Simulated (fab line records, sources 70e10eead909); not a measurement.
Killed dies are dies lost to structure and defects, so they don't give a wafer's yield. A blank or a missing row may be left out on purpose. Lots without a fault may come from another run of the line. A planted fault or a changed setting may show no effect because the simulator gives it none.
Which tool did it? | flow nand_harc | 13 lots, 39 wafers sampled, at 5 steps of a route of 1302

WHAT THE GAUGES READ, wafer by wafer
NHARC_A_SLIT_CD_MEAS_21. Usual: cd_nm 289.4 nm, standard deviation 1.1.
lot  | measured     | on        | cd_nm (nm)        | flag
L285 | day 20 03:49 | cd_sem-02 | 291.1 290.7 290.5 |
L288 | day 21 19:41 | cd_sem-03 | 288.9 289.4 291.0 |
L294 | day 24 13:49 | cd_sem-03 | 290.0 290.7 290.4 |
L295 | day 25 00:44 | cd_sem-01 | 289.2 288.3 288.1 |
L297 | day 25 15:46 | cd_sem-02 | 288.8 288.7 289.1 |
L298 | day 26 07:20 | cd_sem-02 | 289.4 288.7 290.5 |
L300 | day 26 12:17 | cd_sem-01 | 289.1 290.2 290.0 |
L302 | day 27 06:05 | cd_sem-01 | 288.1 289.3 288.3 |
L301 | day 27 07:07 | cd_sem-02 | 289.5 288.5 289.9 |
L305 | day 28 10:56 | cd_sem-01 | 288.3 289.9 288.1 |
L304 | day 28 12:48 | cd_sem-02 | 289.0 289.1 289.9 |
L306 | day 29 00:17 | cd_sem-03 | 291.6 289.2 288.9 |
L307 | day 29 17:55 | cd_sem-03 | 288.0 290.2 290.3 |

NHARC_END_SORT_01. Usual: killed_at_array 55, standard deviation 19; killed_at_other 0.9, standard deviation 1.4; killed_at_periphery 3.8, standard deviation 2.9; killed_dies 60, standard deviation 19; killed_open 3.3, standard deviation 1.8; killed_short 2.6, standard deviation 1.6.
lot  | measured     | on        | killed_at_array | killed_at_other | killed_at_periphery | killed_dies | killed_open | killed_short | flag
L295 | day 29 16:59 | prober-02 | 70 67 77        | 3 1 1           | 5 5 4               | 78 73 82    | 7 4 3       | 1 1 1        |

WHICH TOOL RAN EACH LOT (tool, then ch and the chambers of the sampled wafers, then the start)
lot  | NHARC_A_SLIT_ETCH_17             | NHARC_A_WL_FILL_ETCHBACK_16        | NHARC_A_WL_FILL_ALD_19
L285 | har_etch-02 ch 0,1, day 19 23:53 | rie_diel-10 ch 1,2,3, day 20 21:55 | ald_metal-01 ch 1,2, day 21 05:37
L288 | har_etch-02 ch 0,1, day 21 16:24 | rie_diel-09 ch 0,1,2, day 22 13:52 | ald_metal-04 ch 0,1,2, day 22 19:30
L294 | har_etch-01 ch 0,1, day 24 09:58 | rie_diel-10 ch 0,2,3, day 25 12:46 | ald_metal-01 ch 1,2,3, day 25 18:28
L295 | har_etch-01 ch 0,1, day 24 20:50 | rie_diel-10 ch 0,2,3, day 25 19:59 | ald_metal-04 ch 0,1, day 26 01:38
L297 | har_etch-01 ch 0,1, day 25 03:41 | rie_diel-06 ch 1,2,3, day 26 10:43 | ald_metal-03 ch 0,2,3, day 26 17:13
L298 | har_etch-02 ch 0,1, day 26 03:29 | rie_diel-06 ch 1,2,3, day 27 04:16 | ald_metal-01 ch 0,1,3, day 27 09:49
L300 | har_etch-01 ch 0,1, day 26 07:12 | rie_diel-06 ch 0,1,3, day 27 09:59 | ald_metal-03 ch 1,2,3, day 27 15:34
L302 | har_etch-01 ch 0,1, day 27 01:01 | rie_diel-09 ch 0,1,3, day 28 03:29 | ald_metal-01 ch 1,3, day 28 09:07
L301 | har_etch-02 ch 0,1, day 27 02:02 | rie_diel-06 ch 0,1,2, day 28 06:22 | ald_metal-03 ch 1,2,3, day 28 12:01
L305 | har_etch-02 ch 0,1, day 28 05:52 | rie_diel-06 ch 1,2,3, day 29 07:53 | ald_metal-01 ch 0,2,3, day 29 13:35
L304 | har_etch-01 ch 0,1, day 28 08:25 | rie_diel-10 ch 1,2, day 29 05:10   | ald_metal-03 ch 0,2, day 29 10:51
L306 | har_etch-01 ch 0,1, day 28 19:16 | rie_diel-09 ch 1,3, day 29 23:32   | ald_metal-03 ch 0,1,2, day 30 05:14
L307 | har_etch-02 ch 0,1, day 29 12:51 | rie_diel-06 ch 0,1,2, day 31 00:57 | ald_metal-01 ch 1,2,3, day 31 06:40
- NHARC_A_SLIT_ETCH_17: etches the open film in C4F8/O2/Ar, time 4254.5 s, target depth 20300 nm.
- NHARC_A_WL_FILL_ETCHBACK_16: etches the open film in C4F8/O2/Ar, target depth 120 nm, time 24 s.
- NHARC_A_WL_FILL_ALD_19: deposits TiN, target thk 2 nm, pulse time 3 s, ald cycles 100.

WHAT THE TOOLS THEMSELVES READ (means of the sampled wafers that have a number; where no wafer has one, the mark that the record gives instead)
NHARC_A_SLIT_ETCH_17. Usual: drypump_motor_current_A 6.1 A, standard deviation 0.5; oes_air_line_au 1.000 a.u., standard deviation 0.022; showerhead_plenum_p_Torr 3.73 Torr, standard deviation 0.18; throttle_valve_pct 32.044 %, standard deviation 0.0091.
lot  | tool        | drypump_motor_current_A (A) | oes_air_line_au (a.u.) | showerhead_plenum_p_Torr (Torr) | throttle_valve_pct (%) | flag
L285 | har_etch-02 | 5.6                         | 1.011                  | 3.92                            | 32.047                 |
L288 | har_etch-02 | 5.8                         | 1.014                  | 3.91                            | 32.038                 |
L294 | har_etch-01 | 6.6                         | 1.010                  | 3.57                            | 32.054                 |
L295 | har_etch-01 | 6.6                         | 0.989                  | 3.57                            | 32.041                 |
L297 | har_etch-01 | 6.5                         | 0.959                  | 3.57                            | 32.053                 |
L298 | har_etch-02 | 5.8                         | 0.990                  | 3.87                            | 32.045                 |
L300 | har_etch-01 | 6.5                         | 1.029                  | 3.51                            | 32.045                 |
L302 | har_etch-01 | 6.5                         | 1.023                  | 3.55                            | 32.050                 |
L301 | har_etch-02 | 5.6                         | 0.997                  | 3.86                            | 32.049                 |
L305 | har_etch-02 | 5.8                         | 0.995                  | 3.85                            | 32.044                 |
L304 | har_etch-01 | 6.5                         | 0.988                  | 3.50                            | 32.042                 |
L306 | har_etch-01 | 6.5                         | 0.994                  | 3.54                            | 32.046                 |
L307 | har_etch-02 | 5.8                         | 1.003                  | 3.84                            | 32.041                 |

NHARC_A_WL_FILL_ETCHBACK_16. Usual: oes_product_au 0.98 a.u., standard deviation 0.036; rf_vpp_V 723 V, standard deviation 3.7; run_length_s 45.3 s, standard deviation 0.44.
lot  | tool        | oes_product_au (a.u.) | rf_vpp_V (V) | run_length_s (s) | flag
L285 | rie_diel-10 | 0.92                  | 725          | 45.2             |
L288 | rie_diel-09 | 1.00                  | 721          | 45.2             |
L294 | rie_diel-10 | 0.93                  | 724          | 53.2             | OFF
L295 | rie_diel-10 | 0.93                  | 724          | 53.4             | OFF
L297 | rie_diel-06 | 1.01                  | 720          | 45.1             |
L298 | rie_diel-06 | 1.00                  | 720          | 44.9             |
L300 | rie_diel-06 | 1.00                  | 723          | 45.3             |
L302 | rie_diel-09 | 1.00                  | 723          | 45.3             |
L301 | rie_diel-06 | 0.93                  | 721          | 45.3             |
L305 | rie_diel-06 | 0.99                  | 720          | 45.1             |
L304 | rie_diel-10 | 1.01                  | 725          | 44.8             |
L306 | rie_diel-09 | 1.01                  | 725          | 45.3             |
L307 | rie_diel-06 | 0.92                  | 720          | 45.3             |

NHARC_A_WL_FILL_ALD_19. Usual: heater_power_w 1099 W, standard deviation 120; precursor_pulse_height_rel 1.002, standard deviation 0.021.
lot  | tool         | heater_power_w (W) | precursor_pulse_height_rel | flag
L285 | ald_metal-01 | 984                | 1.012                      |
L288 | ald_metal-04 | 999                | 1.003                      |
L294 | ald_metal-01 | 1105               | 1.012                      |
L295 | ald_metal-04 | 1019               | 0.986                      |
L297 | ald_metal-03 | 1152               | 1.006                      |
L298 | ald_metal-01 | 1123               | 0.998                      |
L300 | ald_metal-03 | 1161               | 0.990                      |
L302 | ald_metal-01 | 1105               | 1.000                      |
L301 | ald_metal-03 | 1169               | 1.021                      |
L305 | ald_metal-01 | 1127               | 1.013                      |
L304 | ald_metal-03 | 1181               | 0.993                      |
L306 | ald_metal-03 | 1171               | 1.023                      |
L307 | ald_metal-01 | 1106               | 1.003                      |

THE ANSWER, worked out from the rows above alone
Rule: a lot is off if the mean of its wafers that have a number lies more than 3 standard deviations from the usual mean. A lot without any number at a reading at which 4 lots or more have one is off too. The other lots that the step has rows for count as sound. The gauges are gone through in route order, then the tools' own readings, and for those a lot's mean is taken as printed above. The first step at which some lot is off is used, and at that step the reading that is off furthest; a lot without a number counts as furthest.
Off: L294, L295, at NHARC_A_WL_FILL_ETCHBACK_16 (run_length_s).
A tool fits if, at that step or a process step before it, it ran every lot that is off, and no sound lot after the first of them. None of those tried fits.

WHAT THE SIMULATOR HAD PUT IN
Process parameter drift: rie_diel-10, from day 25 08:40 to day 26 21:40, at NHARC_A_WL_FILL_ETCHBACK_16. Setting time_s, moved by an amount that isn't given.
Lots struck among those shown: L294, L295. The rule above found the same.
